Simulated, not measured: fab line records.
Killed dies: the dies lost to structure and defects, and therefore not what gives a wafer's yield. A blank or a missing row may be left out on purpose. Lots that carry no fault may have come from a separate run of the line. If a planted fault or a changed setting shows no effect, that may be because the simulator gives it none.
A lot that was struck, set against a sound lot ; flow n5Finfet ; 36 steps out of a route of 1938
Sound: these wafers, L512.1, L512.4, L512.5. Struck: wafer L521.1. (L521.2, L521.3 of the same lot were not struck and are left out.) The cause comes at the end.
Per side, at each step with rows, come the tool, then ch with its chambers, and then its first start. Under that, the readings that differ: sound wafers ; struck wafers ; difference of the means ; sigmas: that difference in standard deviations of wafers without a fault.
alike: readings with means less than 2 such deviations apart, plus words and numbers identical on both sides. not compared: withheld readings, readings lacking a value on some wafer, bounds such as >300 that could conceal the same value, and numbers that have no deviation in the record and whose values overlap.
Wherever a step has rows on one side only, a row that says differs or no value, or a row with sigmas, the two part there. Numbers that don't overlap but have no deviation are shown without sigmas and don't part them. A reading missing from all wafers of one side parts the sides only when that side holds two or more wafers.

first, 9 steps without rows for these wafers: N5_BEOL_M4_ANNEAL_95 (time 240 s); N5_BEOL_M4_SPUTTER_96 (material Cu, target thk 4.5 nm, time 8.29 s); N5_BEOL_M4_ECD_50 (material Cu, target thk 300 nm); N5_BEOL_M4_ANNEAL_51 (time 90 s); N5_BEOL_M4_CMP_52 (polishes, stops on SiOC, t overpolish 6.8 s, target thk 40 nm); N5_BEOL_M4_PRE_CLEAN_60 (time 15 s); N5_BEOL_M4_CO_CAP_55 (material Co, precursor CCTBA/H2, target thk 2 nm, time 102.1 s); N5_BEOL_M4_PRE_CLEAN_56 (time 15 s); N5_BEOL_M4_DEP_57 (deposits SiCN from 3MS/NH3, target thk 8 nm, time 14 s).
N5_BEOL_M4_RC_MEAS_101:
  sound on prober-01 ch 0, day 10 17:10; struck on prober-02 ch 0, day 12 20:25
reading;sound;struck;difference;sigmas
VT_P (mV);-241 -242 -242;-250;-8;-2
  alike: DIBL_N, DIBL_P, IOFF_N, IOFF_P, ION_N, ION_P, SS_N, SS_P, VT_N
then, 24 steps without rows for these wafers: N5_BEOL_M5_ILD_DEP_00 (deposits SiCOH lowk from DEMS/porogen, target thk 140.64 nm, time 25.9 s); N5_BEOL_M5_CURE_79 (cures SiCOH lowk, time 240 s); N5_BEOL_M5_PECVD_70 (deposits SiO2 from TEOS/O2, target thk 16 nm, time 18 s); N5_BEOL_M5_HM_DEP_02 (deposits TiN, target thk 20 nm); N5_BEOL_M5_COAT_59 (time 60 s, resist thk 60 nm); N5_BEOL_M5_COAT_60 (time 60 s, resist thk 12 nm); N5_BEOL_M5_COAT_71 (time 60 s, resist thk 5 nm); N5_BEOL_M5_COAT_05 (resist thk 30 nm); N5_BEOL_M5_EBR_07; N5_BEOL_M5_SOFTBAKE_06 (time 60 s); N5_BEOL_M5_EXPOSE_08 (exposes mask M5, target cd 28 nm); N5_BEOL_M5_PEB_09 (peb time 60 s); N5_BEOL_M5_DEVELOP_10 (develop time 30 s); N5_BEOL_M5_DESCUM_16 (chemistry O2, time 7 s); N5_BEOL_M5_ETCH_72 (etches underlayer in N2/H2, target depth 6.5 nm, time 5.2 s); N5_BEOL_M5_ETCH_61 (etches SiARC in CF4, target depth 15.6 nm, time 26 s); N5_BEOL_M5_ETCH_62 (etches SOC in N2/H2, target depth 75 nm, overetch 15 nm, time 112.5 s); N5_BEOL_M5_STRIP_63 (strips in N2/H2); N5_BEOL_M5_STRIP_73 (strips in N2/H2); N5_BEOL_M5_STRIP_64 (strips in CF4); N5_BEOL_M5_HM_OPEN_17 (chemistry Cl2/BCl3, target TiN, target depth 20 nm, overetch 6 nm); N5_BEOL_M5_STRIP_19 (strips in O2); N5_BEOL_M5_COAT_65 (time 60 s, resist thk 60 nm); N5_BEOL_M5_COAT_66 (time 60 s, resist thk 12 nm).
-- the record jumps here: 4 days lie between the struck wafers' starts before and after (it left off in module BEOL_M5 and takes up again in module PASSIVATION, whose first step shown is number 1936 of the route) --
N5_PASSIVATION_PECVD_01: deposits SiNx from SiH4/NH3/N2, target thk 200 nm, time 43.2 s.
  sound on pecvd-03 ch 1,2, day 14 13:08; struck on pecvd-03 ch 2, day 17 05:09
reading;sound;struck;difference;sigmas
model.SiNx_of_PASSIVATION_PECVD_01.thkNm (nm);196.6 201.4 201.2;209;+9;
  alike: heaterPowerW, showerheadPlenumPTorr, throttleValvePct
N5_PASSIVATION_PROBE_49:
  sound: prober-01 at day 14 20:09; struck: prober-02 at day 17 14:37
reading;sound;struck;difference;sigmas
defectLimitedYield (%);91.0 92.5 92.5;86.6;-5.4;-4
killedAtOther;0 1 3;78;+77;+24
killedDies;106 89 89;158;+63;+4
killedShort;36 29 33;18;-15;-2
sort_bin_5_function (%);4.8 4.4 4.6;10.5;+5.9;+6
  alike: killed_at_M0_to_M3, killed_at_M4_up, killedAtContacts, killedAtFrontEnd, killedOpen, sort_bin_4_leakage, sort_bin_6_memory, sort_bin_8_speed, sortNPass

## WHERE THEY PART
At N5_BEOL_M4_RC_MEAS_101 first; at N5_PASSIVATION_PROBE_49 last (within this record only).

WHY: the cause the simulator had injected
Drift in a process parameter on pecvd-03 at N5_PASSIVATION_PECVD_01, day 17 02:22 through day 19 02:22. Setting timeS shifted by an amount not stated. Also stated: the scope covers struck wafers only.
